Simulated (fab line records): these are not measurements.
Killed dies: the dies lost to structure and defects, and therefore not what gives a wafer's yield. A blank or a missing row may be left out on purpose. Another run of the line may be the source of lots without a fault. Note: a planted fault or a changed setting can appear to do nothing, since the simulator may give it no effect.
What tool caused it?	flow n5 finfet	72 wafers from 24 lots sampled at 2 of the route's 1938 steps

## WHAT THE GAUGES SHOWED, per wafer
N5_BEOL_M1_OVL_MEAS_12. Usual: M1_OVL 0.3 nm, standard deviation 0.7.
lot	measured	on	M1_OVL (nm)	flag
L075	day 6 11:47	overlay-01	-0.2 0.2 1.2	
L074	day 6 12:53	overlay-02	-0.4 0.3 0.4	
L076	day 6 16:11	overlay-02	1.0 0.8 0.4	
L077	day 7 01:41	overlay-02	0.3 -0.7 0.0	
L078	day 7 13:37	overlay-01	0.0 0.4 -0.2	
L079	day 7 17:39	overlay-02	-0.2 -0.7 0.0	
L081	day 7 21:22	overlay-02	0.9 0.3 -0.2	
L080	day 8 00:02	overlay-01	0.2 0.1 0.7	
L082	day 8 03:11	overlay-02	-0.2 1.0 0.8	
L083	day 8 18:20	overlay-01	1.2 2.3 2.2	
L084	day 8 19:44	overlay-01	-0.9 0.2 0.6	
L085	day 9 02:50	overlay-01	-0.2 -0.3 -0.5	
L086	day 9 03:00	overlay-01	0.7 1.2 1.1	
L087	day 9 11:43	overlay-01	1.0 -0.3 -0.2	
L088	day 9 15:26	overlay-01	1.1 0.2 1.6	
L089	day 9 23:35	overlay-02	0.9 0.2 0.1	
L091	day 10 13:33	overlay-01	1.1 0.5 0.4	
L090	day 10 17:25	overlay-02	0.1 0.4 0.2	
L092	day 10 21:08	overlay-02	-0.6 0.3 -0.8	
L093	day 11 02:52	overlay-02	0.1 0.5 1.0	
L094	day 11 10:23	overlay-02	0.8 0.2 0.9	
L095	day 11 16:19	overlay-02	-0.5 -0.5 -1.0	
L096	day 12 07:47	overlay-02	0.5 0.5 0.1	
L097	day 12 08:07	overlay-01	0.2 1.6 1.7	

N5_BEOL_M1_INSPECT_13: inspects for defects (brightfield). Usual: raw defect count at 410, with a standard deviation of 98.
lot	measured	on	raw defect count	flag
L075	day 6 11:50	defect inspect-01	381 431 560	
L074	day 6 12:56	defect inspect-01	565 494 412	
L076	day 6 16:14	defect inspect-02	400 596 341	
L077	day 7 01:44	defect inspect-01	340 383 300	
L078	day 7 13:41	defect inspect-02	444 457 317	
L079	day 7 17:42	defect inspect-02	289 369 320	
L081	day 7 21:25	defect inspect-02	420 326 388	
L080	day 8 00:06	defect inspect-01	338 390 315	
L082	day 8 03:14	defect inspect-01	393 307 477	
L083	day 8 18:24	defect inspect-01	323 428 329	
L084	day 8 19:48	defect inspect-02	403 525 336	
L085	day 9 02:53	defect inspect-01	339 287 271	
L086	day 9 03:03	defect inspect-02	310 325 419	
L087	day 9 11:46	defect inspect-02	316 345 280	
L088	day 9 15:29	defect inspect-01	356 412 446	
L089	day 9 23:38	defect inspect-01	421 381 345	
L091	day 10 13:36	defect inspect-02	513 426 477	
L090	day 10 17:28	defect inspect-01	362 459 415	
L092	day 10 21:11	defect inspect-01	762 555 439	
L093	day 11 02:55	defect inspect-01	715 523 620	
L094	day 11 10:27	defect inspect-01	519 487 455	
L095	day 11 16:22	defect inspect-02	421 357 367	
L096	day 12 07:49	defect inspect-01	567 323 581	
L097	day 12 08:10	defect inspect-02	321 301 303	

## TOOL THAT RAN EACH LOT (tool first, then ch and the chambers of the sampled wafers, then the start)
The record shows no process step preceding these readings.

## WHAT THE TOOLS THEMSELVES READ (means of the sampled wafers that have a number; where no wafer has one, the mark that the record gives instead)
The record holds no such reading with a usual standard deviation.

## THE ANSWER, worked out from the rows above alone
Rule: take the mean of a lot's wafers that have a number; if it is more than 3 standard deviations from the usual mean, the lot is off. A lot without any number at a reading at which 4 lots or more have one is off too. Where the step has rows for the other lots, those lots are counted as sound. First the gauges in route order, then the tools' own readings, where a lot's mean is used as printed above. At the first step where some lot is off, the reading lying furthest off is the one used; lots without a number count as furthest.
None of the lots is off at any reading shown; this tells nothing.

## WHAT THE SIMULATOR HAD INSERTED
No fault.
